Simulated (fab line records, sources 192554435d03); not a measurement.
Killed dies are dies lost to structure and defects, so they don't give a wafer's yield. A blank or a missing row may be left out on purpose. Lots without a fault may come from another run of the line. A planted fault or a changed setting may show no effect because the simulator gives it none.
Split-lot experiment | flow n5_finfet | 7 lots, 39 wafers read, on a route of 1938 steps

THE SPLIT
At N5_BEOL_M3_VIA_ETCH_34 (etches the open film in C4F6/O2, target depth 69.4 nm, time 65.9 s), the setting time_s was moved away from the recipe's 65.9 s on 12 of the 39 wafers read, by -27.9% to +49.2%. The other wafers ran this setting at the recipe's value.

The reading is taken at the split's own step.

THE READING
SOC_of_BEOL_M3_COAT_67.thk_nm (the simulator's own value, which no gauge read), in nm, at N5_BEOL_M3_VIA_ETCH_34 (etches the open film in C4F6/O2, target depth 69.4 nm, time 65.9 s). The file gives no usual value for it. The 27 wafers here that ran the recipe average 52.2 nm, standard deviation 0.21 nm.

wafer  | tool, chamber at the split | time_s as run, s | against the recipe | SOC_of_BEOL_M3_COAT_67.thk_nm, nm | against lot-mates on the recipe
L079.2 | rie_diel-03, 1             | 65.9             | recipe             | 52.2                              | -
L079.4 | rie_diel-03, 2             | 65.9             | recipe             | 52.2                              | -
L079.6 | rie_diel-03, 2             | 65.9             | recipe             | 52                                | -
L082.1 | rie_diel-04, 1             | 65.9             | recipe             | 52.4                              | -
L082.2 | rie_diel-04, 2             | 65.9             | recipe             | 52.2                              | -
L082.3 | rie_diel-04, 0             | 65.9             | recipe             | 52.4                              | -
L082.4 | rie_diel-04, 1             | 65.9             | recipe             | 52.4                              | -
L082.5 | rie_diel-04, 2             | 65.9             | recipe             | 52                                | -
L082.6 | rie_diel-04, 0             | 65.9             | recipe             | 52.6                              | -
L084.1 | rie_diel-03, 1             | 47.5             | -27.9%             | 54.4                              | +2.1
L084.2 | rie_diel-03, 0             | 65.9             | recipe             | 52.4                              | -
L084.3 | rie_diel-03, 3             | 65.9             | recipe             | 52                                | -
L084.4 | rie_diel-03, 2             | 65.9             | recipe             | 52.4                              | -
L084.5 | rie_diel-03, 2             | 47.5             | -27.9%             | 54.4                              | +2.1
L084.6 | rie_diel-03, 3             | 47.5             | -27.9%             | 54.4                              | +2.1
L089.1 | rie_diel-02, 1             | 98.29            | +49.2%             | 48                                | -3.9
L089.2 | rie_diel-02, 0             | 98.29            | +49.2%             | 48.4                              | -3.5
L089.3 | rie_diel-02, 3             | 65.9             | recipe             | 52                                | -
L089.4 | rie_diel-02, 2             | 65.9             | recipe             | 52                                | -
L089.5 | rie_diel-02, 2             | 98.29            | +49.2%             | 48                                | -3.9
L089.6 | rie_diel-02, 3             | 65.9             | recipe             | 51.8                              | -
L090.1 | rie_diel-04, 0             | 65.9             | recipe             | 52.2                              | -
L090.2 | rie_diel-04, 2             | 55.54            | -15.7%             | 53.2                              | +1.3
L090.3 | rie_diel-04, 3             | 55.54            | -15.7%             | 53                                | +1.1
L090.4 | rie_diel-04, 1             | 65.9             | recipe             | 52                                | -
L090.5 | rie_diel-04, 3             | 65.9             | recipe             | 51.6                              | -
L090.6 | rie_diel-04, 2             | 55.54            | -15.7%             | 53.4                              | +1.5
L096.1 | rie_diel-03, 0             | 65.9             | recipe             | 52.2                              | -
L096.2 | rie_diel-03, 1             | 65.9             | recipe             | 52.2                              | -
L096.3 | rie_diel-03, 2             | 65.9             | recipe             | 52.2                              | -
L096.4 | rie_diel-03, 3             | 65.9             | recipe             | 52                                | -
L096.5 | rie_diel-03, 2             | 65.9             | recipe             | 52.2                              | -
L096.6 | rie_diel-03, 3             | 65.9             | recipe             | 52.2                              | -
L097.1 | rie_diel-04, 1             | 97.84            | +48.5%             | 48.2                              | -4.1
L097.2 | rie_diel-04, 2             | 65.9             | recipe             | 52.2                              | -
L097.3 | rie_diel-04, 0             | 65.9             | recipe             | 52.4                              | -
L097.4 | rie_diel-04, 3             | 97.84            | +48.5%             | 47.6                              | -4.7
L097.5 | rie_diel-04, 0             | 97.84            | +48.5%             | 48.6                              | -3.7
L097.6 | rie_diel-04, 1             | 65.9             | recipe             | 52.4                              | -

THE FIT
A straight line over all 39 wafers: SOC_of_BEOL_M3_COAT_67.thk_nm changes by -0.0813 nm for each +1% of time_s; r = -0.99; the points scatter about the line by 0.24 nm.
The same after taking each lot's own level away (the mean of its wafers on the recipe; 39 wafers): -0.081 nm for each +1%; r = -0.99; scatter 0.21 nm.
On that fit, the largest move of time_s shifts the reading by 4 nm.
The lots' own levels span 51.93 to 52.33 nm, that is 1.9 times the standard deviation above.
So the lot-to-lot level changes the slope little: the two slopes agree.
Check: with one of the wafers moved furthest among these (+49.2%) left out of the fit, the line predicts -4.01 nm for it against its lot-mates. It came out at -3.93 nm against them.

OTHER SPLITS ON THESE WAFERS
These wafers also went through other splits before the reading. Each is held against what the fit with the lots' levels taken away leaves over:
other split on the same wafers             | wafers away from the commonest value | r with SOC_of_BEOL_M3_COAT_67.thk_nm (lot level and that fit taken away)
N5_BEOL_M0_SAQP_CUT_ETCH_46 target_depth_a | 9                                    | -0.06

THE WHOLE CHAIN: every reading that the file lists as answering this split, in the file's order
step                   | what it does                                                       | reading                                                                        | change (the file's fit)                | r (the file's)
N5_BEOL_M3_VIA_ETCH_34 | etches the open film in C4F6/O2, target depth 69.4 nm, time 65.9 s | etch.depth_nm (the simulator's own value, which no gauge read)                 | +0.701 nm for each +1% of the setting  | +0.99
N5_BEOL_M3_VIA_ETCH_34 | etches the open film in C4F6/O2, target depth 69.4 nm, time 65.9 s | SOC_of_BEOL_M3_COAT_67.thk_nm (the simulator's own value, which no gauge read) | -0.0811 nm for each +1% of the setting | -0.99

THE FILE'S OWN FIT
SOC_of_BEOL_M3_COAT_67.thk_nm changes by -0.0811 nm for each +1% of time_s, r = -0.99.
